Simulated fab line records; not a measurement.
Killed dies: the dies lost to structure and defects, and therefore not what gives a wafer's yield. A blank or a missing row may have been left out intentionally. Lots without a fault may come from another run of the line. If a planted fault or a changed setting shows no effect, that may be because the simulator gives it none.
What tool caused it?    flow n5-finfet    Sampling: 8 lots, 24 wafers, 6 of 1938 route steps

== WHAT EACH GAUGE READ, for each wafer ==
N5_BEOL_M0_CUTY_CD_MEAS_57: the cd target is 200 nm.
lot   measured      on         cd-nm (nm)
L159  day 5 15:18   cd-sem-01  199.9 200.1 201.1
L162  day 6 11:55   cd-sem-01  198.3 198.8 198.8
L165  day 7 10:26   cd-sem-01  201.2 201.0 199.7
L174  day 9 15:46   cd-sem-01  200.2 199.4 199.6
L175  day 9 17:43   cd-sem-03  206.4 203.4 204.6
L176  day 10 02:15  cd-sem-01  203.5 202.9 203.9
L178  day 10 11:22  cd-sem-02  199.5 198.3 198.7
L181  day 11 06:27  cd-sem-01  198.8 198.1 199.5

N5_BEOL_M4_RC_MEAS_101.
lot   measured      on         DIBL_N (mV/V)   DIBL_P (mV/V)   IOFF_N (nA/um)  IOFF_P (nA/um)  ION_N (uA/um)  ION_P (uA/um)  SS_N (mV/dec)   SS_P (mV/dec)   VT_N (mV)    VT_P (mV)
L159  day 7 23:18   prober-02  40.3 37.1 43.8  40.9 35.4 44.8  0.23 0.15 0.36  0.31 0.21 0.42  680 676 712    471 464 478    72.2 71.3 73.7  74.8 73.7 76.2  243 251 240  -246 -251 -243
L162  day 8 22:55   prober-02  37.5 36.0 41.5  37.8 36.8 43.3  0.18 0.16 0.27  0.19 0.18 0.28  682 676 694    454 453 461    72.0 71.0 73.1  73.1 73.5 75.4  248 249 244  -252 -254 -246
L165  day 9 08:11   prober-02  35.3 38.5 39.3  36.6 39.5 40.8  0.15 0.22 0.23  0.19 0.25 0.27  670 703 706    458 474 471    71.4 72.1 72.3  73.1 73.8 74.8  253 245 248  -255 -251 -249
L174  day 12 11:37  prober-01  36.8 39.9 36.6  37.9 41.1 36.6  0.16 0.19 0.16  0.22 0.27 0.19  677 679 673    459 466 457    71.4 72.4 71.0  72.9 74.2 73.1  249 248 248  -250 -249 -252
L175  day 12 21:28  prober-01  39.3 41.2 36.0  41.4 44.0 36.5  0.23 0.28 0.16  0.26 0.32 0.19  687 704 681    465 470 456    72.8 73.7 71.7  74.4 75.4 73.3  246 241 248  -248 -245 -253
L176  day 12 22:21  prober-02  33.5 36.2 37.3  30.7 35.0 35.0  0.10 0.14 0.16  0.13 0.18 0.18  640 664 666    440 452 448    71.0 71.2 72.1  72.3 73.1 73.3  257 250 250  -258 -254 -253
L178  day 13 00:56  prober-02  36.2 37.1 35.3  33.2 35.2 33.1  0.15 0.17 0.13  0.18 0.21 0.18  670 676 677    456 454 466    71.6 71.7 70.6  72.5 72.8 73.1  253 250 252  -253 -253 -250
L181  day 14 07:43  prober-02  37.7 40.0 35.8  38.9 40.9 37.0  0.19 0.24 0.15  0.28 0.30 0.23  670 696 677    460 474 471    72.9 73.1 71.6  73.9 74.6 73.2  249 244 250  -247 -245 -248

== TOOL THAT RAN EACH LOT (tool first, then ch and the chambers of the sampled wafers, then the start) ==
lot   N5_BEOL_M0_CUTY_EXPOSE_54           N5_BEOL_M0_CUTY_DESCUM_61           N5_BEOL_M0_CUTY_ETCH_63             N5_BEOL_M0_ETCH_138
L159  arfi-scanner-03 ch 0, day 5 15:11   rie-diel-01 ch 0,2,3, day 5 15:31   rie-diel-01 ch 0,2,3, day 5 15:35   rie-diel-01 ch 0,2,3, day 5 15:43
L162  arfi-scanner-02 ch 0, day 6 11:48   rie-diel-03 ch 2,3, day 6 12:00     rie-diel-03 ch 2,3, day 6 12:05     rie-diel-03 ch 2,3, day 6 12:12
L165  arfi-scanner-01 ch 0, day 7 10:19   rie-diel-05 ch 0,3, day 7 10:31     rie-diel-05 ch 0,3, day 7 10:36     rie-diel-05 ch 0,3, day 7 10:43
L174  arfi-scanner-03 ch 0, day 9 15:39   rie-diel-01 ch 2,3, day 9 15:51     rie-diel-01 ch 2,3, day 9 15:56     rie-diel-01 ch 2,3, day 9 16:04
L175  arfi-scanner-03 ch 0, day 9 17:36   rie-diel-03 ch 0,2,3, day 9 17:49   rie-diel-03 ch 0,2,3, day 9 17:53   rie-diel-03 ch 0,2,3, day 9 18:01
L176  arfi-scanner-03 ch 0, day 10 02:08  rie-diel-05 ch 0,2, day 10 02:32    rie-diel-05 ch 0,2, day 10 02:37    rie-diel-05 ch 0,2, day 10 02:44
L178  arfi-scanner-02 ch 0, day 10 11:14  rie-diel-03 ch 1,2, day 10 11:28    rie-diel-03 ch 1,2, day 10 11:32    rie-diel-03 ch 1,2, day 10 11:40
L181  arfi-scanner-01 ch 0, day 11 06:20  rie-diel-01 ch 0,1,3, day 11 06:55  rie-diel-01 ch 0,1,3, day 11 07:00  rie-diel-01 ch 0,1,3, day 11 07:07
- N5_BEOL_M0_CUTY_EXPOSE_54: exposes mask M0 ABLK.
- N5_BEOL_M0_CUTY_DESCUM_61: chemistry O2, time 7.9 s.
- N5_BEOL_M0_CUTY_ETCH_63: etches SOC in N2/H2, target depth 82.7 nm, overetch 16.5 nm, time 124 s.
- N5_BEOL_M0_ETCH_138: etches SiCN in CH3F/O2, target depth 12 nm, time 31.6 s.

== AS READ BY THE TOOLS THEMSELVES (means over the sampled wafers that have a number; for cases with no such wafer, the mark the record gives instead) ==
N5_BEOL_M0_CUTY_EXPOSE_54.
lot   tool             exposure-dose-mJ-cm2
L159  arfi-scanner-03  35.94
L162  arfi-scanner-02  36.03
L165  arfi-scanner-01  36.02
L174  arfi-scanner-03  35.95
L175  arfi-scanner-03  33.93
L176  arfi-scanner-03  34.36
L178  arfi-scanner-02  35.98
L181  arfi-scanner-01  35.93

N5_BEOL_M0_CUTY_DESCUM_61.
lot   tool         drypump-motor-current-A (A)  o2-flow-sccm (sccm)  oes-product-au (a.u.)  rf-vpp-V (V)  showerhead-plenum-p-Torr (Torr)  throttle-valve-pct (%)
L159  rie-diel-01  5.8                          225.3                0.69                   243.4         2.09                             20.56
L162  rie-diel-03  5.9                          225.7                0.75                   242.8         2.03                             20.57
L165  rie-diel-05  4.9                          225.1                0.72                   244.6         2.13                             20.26
L174  rie-diel-01  5.7                          224.5                0.90                   243.4         2.13                             20.16
L175  rie-diel-03  5.5                          224.8                0.86                   243.4         2.09                             20.27
L176  rie-diel-05  5.9                          225.3                0.68                   241.9         2.01                             20.50
L178  rie-diel-03  5.2                          225.2                0.87                   242.0         2.05                             20.02
L181  rie-diel-01  5.9                          225.1                0.74                   244.4         2.14                             20.51

N5_BEOL_M0_CUTY_ETCH_63.
lot   tool         drypump-motor-current-A (A)  oes-product-au (a.u.)  rf-vpp-V (V)  showerhead-plenum-p-Torr (Torr)  throttle-valve-pct (%)
L159  rie-diel-01  5.7                          0.58                   522.7         2.51                             17.8
L162  rie-diel-03  5.8                          0.61                   521.7         2.47                             18.0
L165  rie-diel-05  4.9                          0.59                   525.6         2.61                             17.7
L174  rie-diel-01  5.7                          0.74                   524.2         2.56                             17.4
L175  rie-diel-03  5.4                          0.71                   523.2         2.55                             17.7
L176  rie-diel-05  5.9                          0.58                   521.3         2.46                             18.0
L178  rie-diel-03  5.2                          0.72                   522.5         2.47                             17.3
L181  rie-diel-01  5.9                          0.62                   524.6         2.57                             17.8

N5_BEOL_M0_ETCH_138.
lot   tool         drypump-motor-current-A (A)  etch-rf-on-time-s (s)  oes-product-au (a.u.)  rf-vpp-V (V)  showerhead-plenum-p-Torr (Torr)  throttle-valve-pct (%)
L159  rie-diel-01  5.8                          28.9                   0.59                   295.9         1.97                             16.33
L162  rie-diel-03  5.9                          29.7                   0.64                   296.7         1.93                             16.42
L165  rie-diel-05  4.9                          28.4                   0.61                   298.3         2.04                             16.25
L174  rie-diel-01  5.7                          28.2                   0.76                   297.0         2.01                             15.87
L175  rie-diel-03  5.4                          27.8                   0.74                   297.4         2.01                             16.19
L176  rie-diel-05  5.9                          28.5                   0.59                   296.7         1.93                             16.47
L178  rie-diel-03  5.2                          29.4                   0.76                   296.8         1.96                             15.89
L181  rie-diel-01  5.9                          29.9                   0.64                   297.3         2.02                             16.26

== THE ANSWER, worked out from the rows above alone ==
Rule: usual is defined by the lots themselves. The widest of any qualifying gaps counts: lots, ordered by their means at a reading, are off when they make up no more than a third of the lots, leave a main group of 4 or more, and stand apart from it by 3 or more times the standard deviation of that group's means. If all means in a main group match to the digits the tables above print for the reading, that group is not used. Also off: a lot with no number at a reading for which 4 or more lots have one. Where the step has rows for the other lots, those lots are counted as sound. After the gauges, taken in route order, come the tools' own readings; for these a lot's mean is taken, as printed above. The first step at which some lot is off is used, and at that step the reading that is off furthest; a lot without a number counts as furthest.
Off: L175, L176 (N5_BEOL_M0_CUTY_CD_MEAS_57, cd-nm). The main group: mean 199.5 nm, standard deviation 0.79.
If a tool, at a process step before that reading, ran all the lots that are off and no sound lot after the first of them, it fits. Not tried: the gauges at N5_BEOL_M0_CUTY_CD_MEAS_57; whatever is off there is also off at N5_BEOL_M0_CUTY_EXPOSE_54, on other tools, and gauge error can't account for it. One fits: arfi-scanner-03 at N5_BEOL_M0_CUTY_EXPOSE_54. A fault onset in the window from L174 (day 9 15:39, its last sound lot) to L175 (day 9 17:36, its first lot off) fits.
The tool's own readings at N5_BEOL_M0_CUTY_EXPOSE_54 bear it out: on the lots that are off they differ by more than 5 times the standard deviation of the sound lots' means. exposure-dose-mJ-cm2 reads 34.14 there against 35.98 on the sound lots.

== WHAT THE SIMULATOR HAD INSERTED ==
Drift in process parameters on arfi-scanner-03 at N5_BEOL_M0_CUTY_EXPOSE_54, starting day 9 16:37. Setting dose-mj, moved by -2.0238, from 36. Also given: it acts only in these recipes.
Shown lots that were struck: L175, L176. This agrees with what the rule above found.
